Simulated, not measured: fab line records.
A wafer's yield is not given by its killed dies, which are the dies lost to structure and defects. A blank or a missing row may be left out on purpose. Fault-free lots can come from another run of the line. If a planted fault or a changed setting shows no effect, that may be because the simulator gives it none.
A struck lot beside a sound one	flow n5 finfet	24 out of 1938 route steps
Sound: these wafers, L402.1, L402.4, L402.5. Struck: wafer L399.4 (left out: L399.2, L399.5 of the same lot, which were not struck); the cause appears at the end.
At each step with rows: each side's tool, then ch and its chambers, then its first start. Under that, the readings that differ: sound wafers	struck wafers	difference of the means	sigmas: that difference in standard deviations of wafers without a fault.
alike: readings whose means differ by less than 2 such deviations, and words and numbers that are the same on both sides. not compared: withheld readings, readings that some wafer has no value for, bounds like >300 that may hide the same value, and numbers for which the record gives no deviation and whose values overlap.
A row with sigmas, a row that says differs or no value, or rows on one side alone: a step with any of these is where the two part. Numbers that have no deviation but don't overlap get no sigmas and don't part them. A reading missing from all wafers of one side parts the sides only when that side holds two or more wafers.

first, 9 steps without rows for these wafers: N5_MOL_CONTACT_COAG_SOFTBAKE_79 (time 60 s); N5_MOL_CONTACT_COAG_EXPOSE_81 (exposes mask VG, defocus 0 nm); N5_MOL_CONTACT_COAG_PEB_82 (peb time 60 s); N5_MOL_CONTACT_COAG_DEVELOP_83 (develop time 30 s); N5_MOL_CONTACT_COAG_DESCUM_88 (chemistry O2, time 7 s); N5_MOL_CONTACT_COAG_ETCH_89 (etches underlayer in N2/H2, target depth 13 nm, time 10.4 s); N5_MOL_CONTACT_COAG_ETCH_90 (etches SiARC in CF4, target depth 13 nm, time 21.7 s); N5_MOL_CONTACT_COAG_ALD_131 (deposits SiO2, target thk 5 nm, pulse time 1 s, co reactant pulse time 1 s); N5_MOL_CONTACT_COAG_ETCHBACK_132 (etches SiO2 in CHF3, target depth 10 nm, time 6.7 s).
N5_MOL_CONTACT_COAG_ETCH_91: etches SOC in N2/H2, target depth 60 nm, overetch 21 nm, time 101.2 s.
  sound on rie diel-01 ch 0,3, day 10 10:08; struck on rie diel-04 ch 1, day 9 16:45
reading	sound	struck	difference	sigmas
drypump motor current A (A)	6.2 5.9 6.2	4.8	-1.3	-3
rf vpp V (V)	528.4 525.8 526.2	521.5	-5.3	-2
model.SiARC_of_MOL_CONTACT_COAG_COAT_76.thk nm (nm)	5.8 5.8 5.8	4	-2	
  alike: oes product au, showerhead plenum p Torr, throttle valve pct
  not compared: rf hours counter h
then, 10 steps without rows for these wafers: N5_MOL_CONTACT_COAG_STRIP_92 (strips in N2/H2); N5_MOL_CONTACT_COAG_STRIP_93 (strips in N2/H2); N5_MOL_CONTACT_COAG_ETCHBACK_135 (etches SiO2 in CHF3, target depth 25 nm, time 16.7 s); N5_MOL_CONTACT_COAG_STRIP_118 (strips in CHF3); N5_MOL_CONTACT_COAG_VIA_ETCH_46 (etches SiO2 in C4F6/O2, target depth 46 nm, overetch 9.2 nm, time 40 s); N5_MOL_CONTACT_COAG_STRIP_96 (strips in N2/H2); N5_MOL_CONTACT_COAG_ETCH_47 (etches SiNx in CH3F/O2, stops on W, target depth 27 nm); N5_MOL_CONTACT_COAG_STRIP_119 (strips in N2/H2, time 30 s); N5_MOL_CONTACT_COAG_PRECLEAN_144 (cleans in alkaline clean, time 60 s); N5_MOL_CONTACT_COAG_SRD_145 (time 30 s).
N5_MOL_CONTACT_COAG_CD_MEAS_137 targets a cd of 16 nm.
  sound on cd sem-03 at day 10 10:35; struck on cd sem-01 at day 9 17:13
reading	sound	struck	difference	sigmas
cd nm (nm)	15.9 15.9 15.8	17.3	+1.4	+5
then, 1 step without rows for these wafers: N5_MOL_CONTACT_COAG_COAT_62 (time 60 s, resist thk 60 nm).
-- a jump in the record: the struck wafers' starts before and after are 3 days apart (it breaks off in module MOL_CONTACT_COAG and resumes in module BEOL_M4, where the first step shown is number 1111 of the route) --
N5_BEOL_M4_RC_MEAS_101:
  sound on prober-02 ch 0, day 13 03:29; struck on prober-02 ch 0, day 12 12:56
  alike: DIBL_N, DIBL_P, IOFF_N, IOFF_P, ION_N, ION_P, SS_N, SS_P, VT_N, VT_P
-- a jump in the record: the struck wafers' starts before and after are 5 days apart (it breaks off in module BEOL_M4 and resumes in module PASSIVATION, where the first step shown is number 1936 of the route) --
N5_PASSIVATION_PROBE_49:
  sound on prober-01 at day 17 18:22; struck on prober-02 at day 17 01:38
reading	sound	struck	difference	sigmas
killed at other	4 1 9	11	+6	+2
  alike: defect limited yield, killed_at_M0_to_M3, killed_at_M4_up, killed at contacts, killed at front end, killed dies, killed open, killed short, sort_bin_5_function, sort_bin_6_memory, sort n pass, sort yield pct

## WHERE THEY PART
First at N5_MOL_CONTACT_COAG_ETCH_91; last, within this record, at N5_PASSIVATION_PROBE_49.

WHY: whatever the simulator had introduced
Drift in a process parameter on rie diel-04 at N5_MOL_CONTACT_COAG_ETCH_91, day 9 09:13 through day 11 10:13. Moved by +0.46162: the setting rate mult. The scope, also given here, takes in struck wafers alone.
